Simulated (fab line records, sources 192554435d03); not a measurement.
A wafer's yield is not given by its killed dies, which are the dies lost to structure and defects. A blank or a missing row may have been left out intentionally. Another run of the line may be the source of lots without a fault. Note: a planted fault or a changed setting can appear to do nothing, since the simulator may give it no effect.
fab line records	flow n5_finfet
record lots=7	wafers=21
route steps=1938 shown ZERO_LAYER@9 PMOS_HMC_CHANNEL_EPI@63 FIN_SAQP@96
start_h: hours from the record's first day to the start of the lot's first wafer shown	wait_h: hours since the lot's step before	" the same as in the row above	L1.1+2: a row that stands for several wafers	- value missing, or start not given	* or withheld: withheld	< > ~ a bound
route shown NAME@n: a module of which the file shows steps, and the number in the route of the first	usual: mean/standard deviation of fault-free wafers	same: alike in all rows	chamber/n: place in a boat	sites: each site's reading	_std_site: how widely they spread, as a standard deviation	_edge_site: outer sites' mean less inner sites'	radius_mm: for every site, how far away it sits from the centre of the wafer	mask NAME#n: copy n	behind: the most recent tool/chamber to have shaped the wafer	hold: why the lot was held/for how many hours/how that ended	device: names the non-switching transistor (n, p or np)	end of line: at the end of the route, the tests of the same wafers	for a step that has no rows: nothing shown but its recipe	killed: dies lost to structure and defects at the first sort, not the wafer's yield	map: the dies of a wafer, with x for killed, . for not killed, _ for no die there
set.NAME: setting as actually run; set.NAME@STEP: the setting as run at that earlier step	model.NAME: the simulator's own value behind a step, which no gauge read
lots with deliberately changed settings; one table per step, one row per wafer
## steps
# step N5_ZERO_LAYER_EXPOSE_08
# recipe mask_id=ZERO	na=0.55	source_shape=conventional	sigma_outer=0.8	polarization=unpolarized	defocus_nm=0	target_cd_nm=2000	dose_mj=16.2
lot.wafer	tool	chamber	start_h	wait_h	mask	set.dose_mj
L077.2+5	krf_scanner-01	0	30.60	-	ZERO#0	15.15
L077.3	"	0	"	"	ZERO#0	16.2
L078.2+3+5	krf_scanner-01	0	36.47	-	ZERO#0	16.2
L079.3+4+6	krf_scanner-02	0	42.60	-	ZERO#0	16.2
L080.2+3	krf_scanner-01	0	48.60	-	ZERO#0	16.73
L080.4	"	0	"	"	ZERO#0	16.2
L086.1	krf_scanner-02	0	84.59	-	ZERO#0	16.2
L086.2+3	"	0	"	"	ZERO#0	16.92
L090.3+5+6	krf_scanner-02	0	108.48	-	ZERO#0	15.37
L091.1+4+6	krf_scanner-01	0	114.59	-	ZERO#0	16.94
# step N5_ZERO_LAYER_PEB_09
# recipe peb_temp_c=withheld	peb_time_s=*
# step N5_ZERO_LAYER_DEVELOP_10
# recipe develop_time_s=60	rinse_liquid=diw	dry=air_spin	dev_temp_c=21
# step N5_ZERO_LAYER_HARDBAKE_23
# recipe temp_c=130	time_s=120
# step N5_ZERO_LAYER_CD_MEAS_11
# recipe target_cd_nm=2000	landing_energy_ev=500	detector=se_inlens
# usual cd_nm=2001.5/2.2
lot.wafer	tool	chamber	start_h	wait_h	set.dose_mj@ZERO_LAYER_EXPOSE_08	cd_nm
L077.2	cd_sem-01	0	30.77	-	15.15	1985.8
L077.3	"	0	"	"	16.2	2001.8
L077.5	"	0	"	"	15.15	1987.0
L078.2	cd_sem-02	0	36.64	-	16.2	1999.0
L078.3	"	0	"	"	16.2	2001.5
L078.5	"	0	"	"	16.2	2000.1
L079.3	cd_sem-01	0	42.77	-	16.2	1999.4
L079.4	"	0	"	"	16.2	2001.3
L079.6	"	0	"	"	16.2	2000.3
L080.2	cd_sem-03	0	48.77	-	16.73	2006.0
L080.3	"	0	"	"	16.73	2012.7
L080.4	"	0	"	"	16.2	2000.5
L086.1	cd_sem-03	0	84.77	-	16.2	2003.2
L086.2	"	0	"	"	16.92	2008.8
L086.3	"	0	"	"	16.92	2008.0
L090.3	cd_sem-01	0	108.64	-	15.37	1988.8
L090.5	"	0	"	"	15.37	1987.8
L090.6	"	0	"	"	15.37	1989.2
L091.1	cd_sem-01	0	114.77	-	16.94	2009.4
L091.4	"	0	"	"	16.94	2009.5
L091.6	"	0	"	"	16.94	2014.2
# step N5_ZERO_LAYER_DESCUM_16
# recipe chemistry=O2	time_s=7.9	source_power_w=50	bias_power_w=20	pressure_mtorr=20	rf_frequency_hz=2.712e+07	temp_c=40	o2_flow_sccm=225
lot.wafer	tool	chamber	start_h	wait_h	set.dose_mj@ZERO_LAYER_EXPOSE_08	model.ZERO_LAYER.cd_nm
L077.2+5	rie_diel-04	1,0	30.80	0.0	15.15	1986
L077.3	"	2	"	"	16.2	2001
L078.2	rie_diel-04	1	36.73	0.1	16.2	1998
L078.3	"	2	"	"	16.2	2002
L078.5	"	2	"	"	16.2	2001
L079.3	rie_diel-02	2	42.80	0.0	16.2	1999
L079.4+6	"	3,0	"	"	16.2	2001
L080.2	rie_diel-02	0	48.80	0.0	16.73	2006
L080.3	"	1	"	"	16.73	-
L080.4	"	2	"	"	16.2	2000
L086.1	rie_diel-04	2	84.81	0.0	16.2	2003
L086.2	"	0	"	"	16.92	2009
L086.3	"	3	"	"	16.92	2007
L090.3+6	rie_diel-02	3	108.68	0.0	15.37	1989
L090.5	"	2	"	"	15.37	1988
L091.1+4	rie_diel-06	1,3	114.81	0.0	16.94	2010
L091.6	"	2	"	"	16.94	2014
# step N5_ZERO_LAYER_ETCH_17
# recipe chemistry=CF4	target=SiO2	target_depth_a=120	time_s=13.3	ion_energy_ev=350	pressure_mtorr=40	source_w=450	bias_w=215	Ar_flow_sccm=100	cf4_flow_sccm=100
lot.wafer	tool	chamber	start_h	wait_h	set.dose_mj@ZERO_LAYER_EXPOSE_08	model.ZERO_LAYER.cd_nm
L077.2	rie_diel-04	1	30.84	0.0	15.15	1985
L077.3	"	2	"	"	16.2	2001
L077.5	"	0	"	"	15.15	1986
L078.2	rie_diel-04	1	36.76	0.0	16.2	1998
L078.3	"	2	"	"	16.2	2002
L078.5	"	2	"	"	16.2	2001
L079.3	rie_diel-02	2	42.84	0.0	16.2	1999
L079.4+6	"	3,0	"	"	16.2	2001
L080.2	rie_diel-02	0	48.84	0.0	16.73	2006
L080.3	"	1	"	"	16.73	2013
L080.4	"	2	"	"	16.2	2000
L086.1	rie_diel-04	2	84.84	0.0	16.2	2003
L086.2	"	0	"	"	16.92	2009
L086.3	"	3	"	"	16.92	2007
L090.3+6	rie_diel-02	3	108.71	0.0	15.37	1989
L090.5	"	2	"	"	15.37	1988
L091.1+4	rie_diel-06	1,3	114.85	0.0	16.94	2010
L091.6	"	2	"	"	16.94	2014
# step N5_PMOS_HMC_CHANNEL_EPI_PEB_07
# recipe peb_temp_c=110	peb_time_s=60	resist=CAR-ArF-block
lot.wafer	tool	chamber	start_h	wait_h	set.peb_temp_c
L077.2+3+5	litho_track-04	0	36.46	0.0	110
L078.2	litho_track-04	0	41.10	0.0	106.8
L078.3+5	"	0	"	"	110
L079.3+4+6	litho_track-04	0	47.86	0.0	110
L080.2+4	litho_track-03	0	53.03	0.0	110
L080.3	"	0	"	"	112.5
L086.1+2	litho_track-02	0	90.26	0.1	110
L086.3	"	0	"	"	112.2
L090.3	litho_track-03	0	113.23	0.0	106.5
L090.5+6	"	0	"	"	110
L091.1+4+6	litho_track-02	0	119.18	0.1	110
# step N5_PMOS_HMC_CHANNEL_EPI_DEVELOP_08
# recipe develop_time_s=30	developer=TMAH	resist=CAR-ArF-block	dev_temp_c=23	rinse_liquid=diw	dry=air_spin
lot.wafer	tool	chamber	start_h	wait_h	set.develop_time_s
L077.2	litho_track-04	0	-	-	30
L077.3+5	"	0	"	"	35.14
L078.2+3+5	litho_track-04	0	-	-	30
L079.3+4+6	litho_track-04	0	-	-	30
L080.2+3+4	litho_track-03	0	-	-	30
L086.1+2+3	litho_track-02	0	-	-	30
L090.3+5	litho_track-03	0	-	-	30
L090.6	"	0	"	"	26.13
L091.1+6	litho_track-02	0	-	-	30
L091.4	"	0	"	"	32.67
# step N5_PMOS_HMC_CHANNEL_EPI_CD_MEAS_09
# recipe target_cd_nm=237.4	landing_energy_ev=500	detector=se_inlens
# usual cd_nm=237.0/1.1
lot.wafer	tool	chamber	start_h	wait_h	set.peb_temp_c@PMOS_HMC_CHANNEL_EPI_PEB_07	cd_nm
L077.2	cd_sem-01	0	36.53	-	110	237.6
L077.3	"	0	"	"	110	239.5
L077.5	"	0	"	"	110	238.1
L078.2	cd_sem-02	0	41.17	-	106.8	226.3
L078.3	"	0	"	"	110	236.9
L078.5	"	0	"	"	110	237.7
L079.3	cd_sem-02	0	47.92	-	110	240.1
L079.4	"	0	"	"	110	239.8
L079.6	"	0	"	"	110	238.5
L080.2	cd_sem-03	0	53.09	-	110	237.3
L080.3	"	0	"	"	112.5	243.9
L080.4	"	0	"	"	110	236.1
L086.1	cd_sem-02	0	90.32	-	110	236.4
L086.2	"	0	"	"	110	237.0
L086.3	"	0	"	"	112.2	243.1
L090.3	cd_sem-01	0	113.30	-	106.5	226.0
L090.5	"	0	"	"	110	238.0
L090.6	"	0	"	"	110	236.9
L091.1	cd_sem-02	0	119.25	-	110	236.4
L091.4	"	0	"	"	110	238.0
L091.6	"	0	"	"	110	235.7
# step N5_PMOS_HMC_CHANNEL_EPI_DESCUM_14
# recipe chemistry=O2	time_s=7.9	source_power_w=50	bias_power_w=20	pressure_mtorr=20	rf_frequency_hz=2.712e+07	temp_c=40	resist=CAR-ArF-block	o2_flow_sccm=225
lot.wafer	tool	chamber	start_h	wait_h	set.peb_temp_c@PMOS_HMC_CHANNEL_EPI_PEB_07	model.PMOS_HMC_CHANNEL_EPI.cd_nm
L077.2	rie_diel-06	0	36.66	0.1	110	237.5
L077.3	"	2	"	"	110	239.7
L077.5	"	0	"	"	110	237.7
L078.2	rie_diel-06	1	41.28	0.1	106.8	226.2
L078.3	"	2	"	"	110	237.2
L078.5	"	0	"	"	110	237.7
L079.3	rie_diel-02	3	48.01	0.0	110	239.8
L079.4	"	1	"	"	110	240
L079.6	"	1	"	"	110	238.2
L080.2	rie_diel-04	1	53.32	0.2	110	237.4
L080.3	"	3	"	"	112.5	244.4
L080.4	"	0	"	"	110	236.1
L086.1	rie_diel-06	1	90.41	0.0	110	236.1
L086.2	"	2	"	"	110	236.9
L086.3	"	0	"	"	112.2	242.7
L090.3	rie_diel-06	0	113.38	0.0	106.5	225.7
L090.5	"	0	"	"	110	238.1
L090.6	"	3	"	"	110	236.5
L091.1	rie_diel-04	0	119.33	0.0	110	236.4
L091.4	"	3	"	"	110	237.9
L091.6	"	0	"	"	110	235.2
# step N5_PMOS_HMC_CHANNEL_EPI_ETCH_32
# recipe chemistry=N2/H2	target=BARC	stop_on=SiO2	target_depth_a=858	over_etch_frac=0.3	time_s=50.3	ion_energy_ev=200	mask_material=CAR-ArF-block	pressure_mtorr=30	source_w=840	bias_w=150	n2_flow_sccm=200	h2_flow_sccm=200
lot.wafer	tool	chamber	start_h	wait_h	set.peb_temp_c@PMOS_HMC_CHANNEL_EPI_PEB_07	model.PMOS_HMC_CHANNEL_EPI.cd_nm
L077.2	rie_diel-06	0	36.70	0.0	110	239.1
L077.3	"	2	"	"	110	242
L077.5	"	0	"	"	110	239.2
L078.2	rie_diel-06	1	41.31	0.0	106.8	229
L078.3	"	2	"	"	110	239.8
L078.5	"	0	"	"	110	239.9
L079.3	rie_diel-02	3	48.04	0.0	110	241.8
L079.4	"	1	"	"	110	241.6
L079.6	"	1	"	"	110	240.2
L080.2	rie_diel-04	1	53.35	0.0	110	240.4
L080.3	"	3	"	"	112.5	246
L080.4	"	0	"	"	110	236.6
L086.1	rie_diel-06	1	90.45	0.0	110	239
L086.2	"	2	"	"	110	240.2
L086.3	"	0	"	"	112.2	244.7
L090.3	rie_diel-06	0	113.42	0.0	106.5	227.7
L090.5	"	0	"	"	110	239.7
L090.6	"	3	"	"	110	238.4
L091.1	rie_diel-04	0	119.37	0.0	110	238.7
L091.4	"	3	"	"	110	240.3
L091.6	"	0	"	"	110	237.3
# step N5_FIN_SAQP_HM_DEP_03
# recipe material=SiNx	target_thk_a=380	temp_c=400	precursor=SiH4/NH3/N2	pressure_torr=1.5	rf_w=300	time_s=33.6
lot.wafer	tool	chamber	start_h	wait_h	set.time_s	model.SiNx_of_FIN_SAQP_HM_DEP_03.thk_nm
L077.2	pecvd-03	1	40.63	0.2	33.6	36.88
L077.3	"	2	"	"	33.6	37.37
L077.5	"	0	"	"	37.91	43.27
L078.2	pecvd-01	0	44.69	0.2	35.49	39.62
L078.3	"	1	"	"	33.6	36.47
L078.5	"	0	"	"	35.49	40.48
L079.3	pecvd-01	1	51.80	0.1	33.6	37.15
L079.4	"	0	"	"	33.6	38.57
L079.6	"	2	"	"	33.6	38.41
L080.2	pecvd-01	1	58.81	0.2	33.6	37.06
L080.3	"	2	"	"	29.18	32.81
L080.4	"	1	"	"	29.18	32.39
L086.1	pecvd-03	1	93.81	0.2	33.6	38
L086.2	"	2	"	"	33.6	37.57
L086.3	"	0	"	"	37.1	41.96
L090.3	pecvd-01	0	116.71	0.1	35.52	40.23
L090.5	"	1	"	"	33.6	38.06
L090.6	"	2	"	"	35.52	40.42
L091.1	pecvd-02	1	122.64	0.2	33.6	38.08
L091.4	"	0	"	"	35.54	40.82
L091.6	"	2	"	"	33.6	39
# step N5_FIN_SAQP_THK_MEAS_05
# usual thk_nm=37.9/0.62
lot.wafer	tool	chamber	start_h	wait_h	set.time_s@FIN_SAQP_HM_DEP_03	thk_nm
L077.2	film_metro-02	-	40.71	0.1	33.6	36.9
L077.3	"	-	"	"	33.6	37.3
L077.5	"	-	"	"	37.91	43.3
L078.2	film_metro-02	-	44.78	0.1	35.49	39.6
L078.3	"	-	"	"	33.6	36.4
L078.5	"	-	"	"	35.49	40.5
L079.3	film_metro-02	-	51.89	0.1	33.6	37.2
L079.4	"	-	"	"	33.6	38.6
L079.6	"	-	"	"	33.6	38.4
L080.2	film_metro-02	-	58.90	0.1	33.6	37.1
L080.3	"	-	"	"	29.18	32.8
L080.4	"	-	"	"	29.18	32.4
L086.1	film_metro-02	-	93.89	0.1	33.6	38.0
L086.2	"	-	"	"	33.6	37.6
L086.3	"	-	"	"	37.1	41.9
L090.3	film_metro-01	-	116.79	0.1	35.52	40.3
L090.5	"	-	"	"	33.6	38.1
L090.6	"	-	"	"	35.52	40.4
L091.1	film_metro-01	-	122.73	0.1	33.6	38.1
L091.4	"	-	"	"	35.54	40.8
L091.6	"	-	"	"	33.6	39.0
# step N5_FIN_SAQP_PECVD_06
# recipe material=a-Si	target_thk_a=600	temp_c=400	precursor=SiH4/He	pressure_torr=3	rf_w=100	time_s=48.1
lot.wafer	tool	chamber	start_h	wait_h	set.time_s	model.a-Si_of_FIN_SAQP_PECVD_06.thk_nm
L077.2	pecvd-03	1	40.83	0.0	48.1	59.25
L077.3	"	2	"	"	41.51	50.68
L077.5	"	2	"	"	48.1	59.68
L078.2	pecvd-03	0	44.89	0.0	48.1	58.36
L078.3	"	1	"	"	48.1	59.32
L078.5	"	1	"	"	48.1	60.43
L079.3	pecvd-03	2	52.01	0.0	48.1	58.79
L079.4	"	1	"	"	48.1	59.85
L079.6	"	2	"	"	48.1	59.63
L080.2	pecvd-02	0	59.02	0.0	46.23	57.16
L080.3	"	2	"	"	48.1	59
L080.4	"	2	"	"	48.1	60.07
L086.1	pecvd-03	1	94.01	0.0	48.1	59.52
L086.2	"	0	"	"	42.23	50.85
L086.3	"	2	"	"	42.23	50.65
L090.3	pecvd-03	2	116.91	0.0	48.1	58.61
L090.5	"	0	"	"	48.1	58.91
L090.6	"	2	"	"	48.1	59.38
L091.1	pecvd-03	1	122.85	0.0	45.69	56.99
L091.4	"	1	"	"	48.1	60.95
L091.6	"	2	"	"	45.69	57.55
# step N5_FIN_SAQP_THK_MEAS_07
# usual thk_nm=59.7/0.89
lot.wafer	tool	chamber	start_h	wait_h	set.time_s@FIN_SAQP_PECVD_06	thk_nm
L077.2	film_metro-02	-	40.92	0.1	48.1	59.3
L077.3	"	-	"	"	41.51	50.7
L077.5	"	-	"	"	48.1	59.7
L078.2	film_metro-02	-	44.98	0.1	48.1	58.4
L078.3	"	-	"	"	48.1	59.3
L078.5	"	-	"	"	48.1	60.4
L079.3	film_metro-01	-	52.10	0.1	48.1	58.8
L079.4	"	-	"	"	48.1	59.9
L079.6	"	-	"	"	48.1	59.6
L080.2	film_metro-02	-	59.11	0.1	46.23	57.2
L080.3	"	-	"	"	48.1	59.0
L080.4	"	-	"	"	48.1	60.1
L086.1	film_metro-02	-	94.10	0.1	48.1	59.5
L086.2	"	-	"	"	42.23	50.9
L086.3	"	-	"	"	42.23	50.6
L090.3	film_metro-02	-	117.00	0.1	48.1	58.7
L090.5	"	-	"	"	48.1	58.9
L090.6	"	-	"	"	48.1	59.4
L091.1	film_metro-02	-	122.94	0.1	45.69	57.0
L091.4	"	-	"	"	48.1	61.0
L091.6	"	-	"	"	45.69	57.5
# step N5_FIN_SAQP_HM_DEP_72
# recipe material=SiO2	target_thk_a=120	temp_c=400	precursor=SiH4/N2O	pressure_torr=0.75	rf_w=275	time_s=7.2
# step N5_FIN_SAQP_COAT_49
# recipe resist=SOC	temp_c=250	time_s=60	spin_rpm=1500	resist_thk_nm=100
# step N5_FIN_SAQP_HM_OPEN_73
# recipe chemistry=CHF3/O2	target=SiO2	stop_on=a-Si	target_depth_a=120	over_etch_frac=1.8	mask_material=SOC	time_s=16.8	pressure_mtorr=30	source_w=650	bias_w=170	Ar_flow_sccm=200	CHF3_flow_sccm=50	O2_flow_sccm=5	ion_energy_ev=200	ends=end_point
# step N5_FIN_SAQP_STRIP_74
# recipe chemistry=CHF3/O2	resist=SiARC	rf_frequency_hz=6e+07
# step N5_FIN_SAQP_MANDREL_ETCH_22
# recipe target_depth_a=600	chemistry=HBr/Cl2	target=a-Si	stop_on=SiNx	bt_time_s=10	over_etch_frac=0.5	time_s=30	pressure_mtorr=10	icp_w=800	bias_w=75	HBr_flow_sccm=150	Cl2_flow_sccm=80	ends=end_point
# usual oes_product_au=0.765/0.011
lot.wafer	tool	chamber	start_h	wait_h	set.time_s@FIN_SAQP_PECVD_06	oes_product_au	model.etch.depth_nm
L077.2	rie_si-04	0	42.06	0.0	48.1	0.770	59.25
L077.3	"	2	"	"	41.51	0.692	50.68
L077.5	"	0	"	"	48.1	0.764	59.68
L078.2	rie_si-03	2	45.89	0.0	48.1	0.742	58.27
L078.3	"	3	"	"	48.1	0.751	59.32
L078.5	"	2	"	"	48.1	0.764	60.43
L079.3	rie_si-03	0	53.51	0.0	48.1	0.772	58.79
L079.4	"	3	"	"	48.1	0.753	59.75
L079.6	"	1	"	"	48.1	0.758	59.63
L080.2	rie_si-04	1	59.97	0.0	46.23	0.755	57.16
L080.3	"	0	"	"	48.1	0.768	59
L080.4	"	3	"	"	48.1	0.774	59.95
L086.1	rie_si-04	1	94.84	0.0	48.1	0.773	59.52
L086.2	"	0	"	"	42.23	0.696	50.69
L086.3	"	3	"	"	42.23	0.698	50.64
L090.3	rie_si-04	0	117.86	0.0	48.1	0.745	58.6
L090.5	"	0	"	"	48.1	0.759	58.91
L090.6	"	1	"	"	48.1	0.767	59.22
L091.1	rie_si-04	2	123.80	0.0	45.69	0.752	56.99
L091.4	"	0	"	"	48.1	0.781	60.8
L091.6	"	3	"	"	45.69	0.754	57.55
# step N5_FIN_SAQP_STRIP_55
# recipe chemistry=N2/H2	power_w=500	temp_c=40	pressure_mtorr=50	rf_frequency_hz=6e+07	overash_fraction=0.3	bias_power_w=28	h2_frac=0.5	n2_flow_sccm=300	h2_flow_sccm=300
# step N5_FIN_SAQP_STRIP_23
# recipe chemistry=SPM	time_s=750	temp_c=130	h2so4_h2o2_vol_ratio=4
# step N5_FIN_SAQP_MANDREL2_REMOVE_60
# recipe chemistry=HBr/Cl2/O2	bt_time_s=10	target=a-Si	stop_on=SiNx	endpoint=OES-SiCl	over_etch_frac=1	icp_w=600	bias_w=22	HBr_flow_sccm=150	Cl2_flow_sccm=80	O2_flow_sccm=5	pressure_mtorr=10
# step N5_FIN_SAQP_HM_OPEN_33
# recipe chemistry=CH3F/O2	target=SiNx	mask_material=SiO2	target_depth_a=494	time_s=70.6	pressure_mtorr=30	source_w=395	bias_w=73	Ar_flow_sccm=150	CH3F_flow_sccm=30	O2_flow_sccm=20	ion_energy_ev=120	ends=cleared
# usual etch_rf_on_time_s=69.5/1.9
lot.wafer	tool	chamber	start_h	wait_h	set.time_s@FIN_SAQP_HM_DEP_03	etch_rf_on_time_s	model.etch.depth_nm
L077.2	rie_diel-01	3	45.87	0.2	33.6	68.9	36.25
L077.3	"	1	"	"	33.6	68.0	36.74
L077.5	"	3	"	"	37.91	81.8	42.65
L078.2	rie_diel-01	0	49.40	0.0	35.49	71.7	38.79
L078.3	"	1	"	"	33.6	66.1	35.85
L078.5	"	2	"	"	35.49	73.0	39.85
L079.3	rie_diel-05	1	58.66	0.0	33.6	70.0	36.52
L079.4	"	3	"	"	33.6	70.0	37.95
L079.6	"	3	"	"	33.6	68.8	37.57
L080.2	rie_diel-01	1	65.01	0.0	33.6	66.5	36.23
L080.3	"	2	"	"	29.18	58.0	31.86
L080.4	"	3	"	"	29.18	60.6	31.77
L086.1	rie_diel-03	0	98.82	0.3	33.6	68.7	37.37
L086.2	"	3	"	"	33.6	66.5	36.62
L086.3	"	2	"	"	37.1	76.4	41.33
L090.3	rie_diel-01	0	121.52	0.0	35.52	74.2	39.6
L090.5	"	3	"	"	33.6	71.2	37.07
L090.6	"	0	"	"	35.52	75.2	39.79
L091.1	rie_diel-05	2	127.26	0.0	33.6	68.8	37.3
L091.4	"	0	"	"	35.54	79.0	40.13
L091.6	"	2	"	"	33.6	70.1	38.31
# step N5_FIN_SAQP_ETCH_34
# recipe chemistry=C4F6/O2	target=SiO2	target_depth_a=450	time_s=15	ion_energy_ev=250	pressure_mtorr=30	source_w=345	bias_w=185	Ar_flow_sccm=300	C4F6_flow_sccm=10	O2_flow_sccm=10	ends=cleared
# step N5_FIN_SAQP_STRIP_77
# recipe chemistry=N2/H2	time_s=90	power_w=100	temp_c=40	pressure_mtorr=100	rf_frequency_hz=6e+07	bias_power_w=3	n2_flow_sccm=300	h2_flow_sccm=300
# step N5_FIN_SAQP_ETCH_64
# recipe chemistry=CF4	target=SiO2	target_depth_a=15	ion_energy_ev=350	pressure_mtorr=10	icp_w=800	bias_w=400	cf4_flow_sccm=80
# step N5_FIN_SAQP_FIN_ETCH_36
# recipe chemistry=HBr/Cl2/O2	target_depth_a=1200	mask_material=SiNx	time_s=50.4	bias_w=102	pressure_mtorr=10	icp_w=800	HBr_flow_sccm=150	Cl2_flow_sccm=80	O2_flow_sccm=12
lot.wafer	tool	chamber	start_h	wait_h	set.time_s@FIN_SAQP_HM_DEP_03	model.SiNx_of_FIN_SAQP_HM_DEP_03.thk_nm
L077.2	rie_si-04	2	46.15	0.0	33.6	19.2
L077.3	"	3	"	"	33.6	20.6
L077.5	"	3	"	"	37.91	26.4
L078.2	rie_si-04	1	49.68	0.0	35.49	22
L078.3	"	0	"	"	33.6	19.6
L078.5	"	0	"	"	35.49	23.6
L079.3	rie_si-03	2	58.95	0.0	33.6	21
L079.4+6	"	0,1	"	"	33.6	21.4
L080.2	rie_si-03	0	65.30	0.0	33.6	19.6
L080.3	"	1	"	"	29.18	15.6
L080.4	"	2	"	"	29.18	16.2
L086.1	rie_si-04	2	99.10	0.0	33.6	20.2
L086.2	"	1	"	"	33.6	19.6
L086.3	"	0	"	"	37.1	25.2
L090.3	rie_si-05	3	121.80	0.0	35.52	23.4
L090.5	"	2	"	"	33.6	20.4
L090.6	"	3	"	"	35.52	23.8
L091.1	rie_si-04	3	127.55	0.0	33.6	21.2
L091.4	"	1	"	"	35.54	23.4
L091.6	"	0	"	"	33.6	22.2
## key
split step=N5_ZERO_LAYER_EXPOSE_08	setting=dose_mj	stated=16.2	by=wafer
response step=N5_ZERO_LAYER_CD_MEAS_11	reading=cd_nm	change=+2.1	per=1%	r=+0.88
response step=N5_ZERO_LAYER_DESCUM_16	reading=model.ZERO_LAYER.cd_nm	change=+1.94	per=1%	r=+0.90
response step=N5_ZERO_LAYER_ETCH_17	reading=model.ZERO_LAYER.cd_nm	change=+2.09	per=1%	r=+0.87
split step=N5_PMOS_HMC_CHANNEL_EPI_PEB_07	setting=peb_temp_c	stated=110	by=wafer
response step=N5_PMOS_HMC_CHANNEL_EPI_CD_MEAS_09	reading=cd_nm	change=+3.52	per=1%	r=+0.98
response step=N5_PMOS_HMC_CHANNEL_EPI_DESCUM_14	reading=model.PMOS_HMC_CHANNEL_EPI.cd_nm	change=+3.57	per=1%	r=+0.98
response step=N5_PMOS_HMC_CHANNEL_EPI_ETCH_32	reading=model.PMOS_HMC_CHANNEL_EPI.cd_nm	change=+3.41	per=1%	r=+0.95
split step=N5_PMOS_HMC_CHANNEL_EPI_DEVELOP_08	setting=develop_time_s	stated=30	by=wafer
response none clear
split step=N5_FIN_SAQP_HM_DEP_03	setting=time_s	stated=33.6	by=wafer
response step=N5_FIN_SAQP_HM_DEP_03	reading=model.SiNx_of_FIN_SAQP_HM_DEP_03.thk_nm	change=+0.418	per=1%	r=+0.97
response step=N5_FIN_SAQP_THK_MEAS_05	reading=thk_nm	change=*	per=1%	r=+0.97
response step=N5_FIN_SAQP_HM_OPEN_33	reading=etch_rf_on_time_s	change=*	per=1%	r=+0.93
response step=N5_FIN_SAQP_HM_OPEN_33	reading=model.etch.depth_nm	change=+0.423	per=1%	r=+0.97
response step=N5_FIN_SAQP_FIN_ETCH_36	reading=model.SiNx_of_FIN_SAQP_HM_DEP_03.thk_nm	change=+0.429	per=1%	r=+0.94
split step=N5_FIN_SAQP_PECVD_06	setting=time_s	stated=48.1	by=wafer
response step=N5_FIN_SAQP_PECVD_06	reading=model.a-Si_of_FIN_SAQP_PECVD_06.thk_nm	change=+0.677	per=1%	r=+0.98
response step=N5_FIN_SAQP_THK_MEAS_07	reading=thk_nm	change=*	per=1%	r=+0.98
response step=N5_FIN_SAQP_MANDREL_ETCH_22	reading=oes_product_au	change=+0.00574	per=1%	r=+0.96
response step=N5_FIN_SAQP_MANDREL_ETCH_22	reading=model.etch.depth_nm	change=+0.677	per=1%	r=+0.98
